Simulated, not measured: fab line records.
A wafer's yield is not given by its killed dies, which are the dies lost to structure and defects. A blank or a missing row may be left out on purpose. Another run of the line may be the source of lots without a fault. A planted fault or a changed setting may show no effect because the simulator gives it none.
Struck lot and sound lot, side by side / flow nandHarc / 15 out of 1159 route steps
Sound: the wafers L774.1, L774.3, L774.5. The struck wafers were L776.1, L776.4, L776.5. The cause comes at the end.
Order at every step that has rows: each side's tool, ch and its chambers, its first start. Under that, the readings that differ: sound wafers / struck wafers / difference of the means / sigmas: that difference in standard deviations of wafers without a fault.
alike: readings whose means differ by less than 2 such deviations, and words and numbers that are the same on both sides. not compared: withheld readings, readings that some wafer has no value for, bounds like >300 that may hide the same value, and numbers for which the record gives no deviation and whose values overlap.
Wherever a step has rows on one side only, a row that says differs or no value, or a row with sigmas, the two part there. Numbers that don't overlap but have no deviation are shown without sigmas and don't part them. Lack of a reading on every wafer of one side parts them only where that side has two or more wafers.

first, 2 steps without rows for these wafers: NHARC_P_CONTACT_ETCH_35 (etches the open film in CF4, target depth 39 nm, time 65 s); NHARC_P_CONTACT_ETCH_36 (etches the open film in N2/H2, target depth 260 nm, time 406.25 s).
NHARC_P_CONTACT_ETCH_18: etches the open film in C4F8/O2/Ar, target depth 481 nm, time 240.5 s.
  sound: rieDiel-04 ch 1,3; struck: rieDiel-08 ch 0,3
  alike: chamberPressureMTorr, oesProductAu, rfVppV
  not compared: rfHoursCounterH
then, 1 step without rows for these wafers: NHARC_P_CONTACT_STRIP_37 (strips in C4F8/O2/Ar).
NHARC_P_CONTACT_ETCH_31: etches the open film in CH3F/O2, target depth 30 nm, time 85.7 s.
  sound: rieDiel-04 ch 0,2; struck: rieDiel-08 ch 0,1,2
  alike: chamberPressureMTorr, drypumpMotorCurrentA, oesProductAu, rfVppV, showerheadPlenumPTorr, throttleValvePct
  not compared: rfHoursCounterH
NHARC_P_CONTACT_CD_MEAS_19:
  sound: cdSem-02 at day 5 15:19; struck: cdSem-02 at day 6 04:07
  alike: cdNm
NHARC_P_CONTACT_STRIP_28: strips in O2.
  sound on rieDiel-04 ch 0,2,3, day 5 15:24; struck on rieDiel-13 ch 0,2,3, day 6 04:12
  alike: chamberPressureMTorr, drypumpMotorCurrentA, oesProductAu, rfVppV, showerheadPlenumPTorr, throttleValvePct
  not compared: rfHoursCounterH
then, 1 step without rows for these wafers: NHARC_P_CONTACT_STRIP_29 (strips in post etch residue remover, time 1200 s).
NHARC_P_CONTACT_DEGAS_38: time 60 s.
  sound: pvdSputter-01 at day 5 16:02; struck: pvdSputter-01 at day 6 04:50
  alike: heaterPowerW
then, 1 step without rows for these wafers: NHARC_P_CONTACT_PRE_CLEAN_39 (time 19.5 s).
NHARC_P_CONTACT_PVD_32: deposits Ti, target thk 5 nm, time 17.7 s.
  sound on pvdSputter-01; struck on pvdSputter-01
  alike: substrateTempC, throttleValvePct
then, 1 step without rows for these wafers: NHARC_P_CONTACT_ALD_22 (deposits TiN, target thk 3 nm, pulse time 1 s, ald cycles 150).
NHARC_P_CONTACT_CVD_23: deposits W, target thk 200 nm, time 557 s.
  sound on cvdW-02 ch 0,1, day 6 01:16; struck on cvdW-02 ch 0,1, day 6 16:45
  alike: heaterPowerW, throttleValvePct
NHARC_P_CONTACT_CMP_24: polishes, t overpolish 30 s, target thk 200 nm.
  sound on cmp-01 ch 0,1, day 6 01:50; struck on cmp-04 ch 0,1,3, day 6 17:26
reading=timeToEndpointS (s); sound=42.1 42.1 46.8; struck=78.4 80.1 80.3; difference=+35.9; sigmas=+12
  alike: motorCurrentA, overpolishRunS, retainingRingPressureFrac, slurryFilterDpKPa
NHARC_END_SORT_01:
  the record has rows for the sound wafers here (prober-02 ch 0, day 20 17:02) and none for the struck ones

== WHERE THEY PART ==
Earliest at NHARC_P_CONTACT_CMP_24; latest, in this record, at NHARC_END_SORT_01.

WHY: the cause the simulator had injected
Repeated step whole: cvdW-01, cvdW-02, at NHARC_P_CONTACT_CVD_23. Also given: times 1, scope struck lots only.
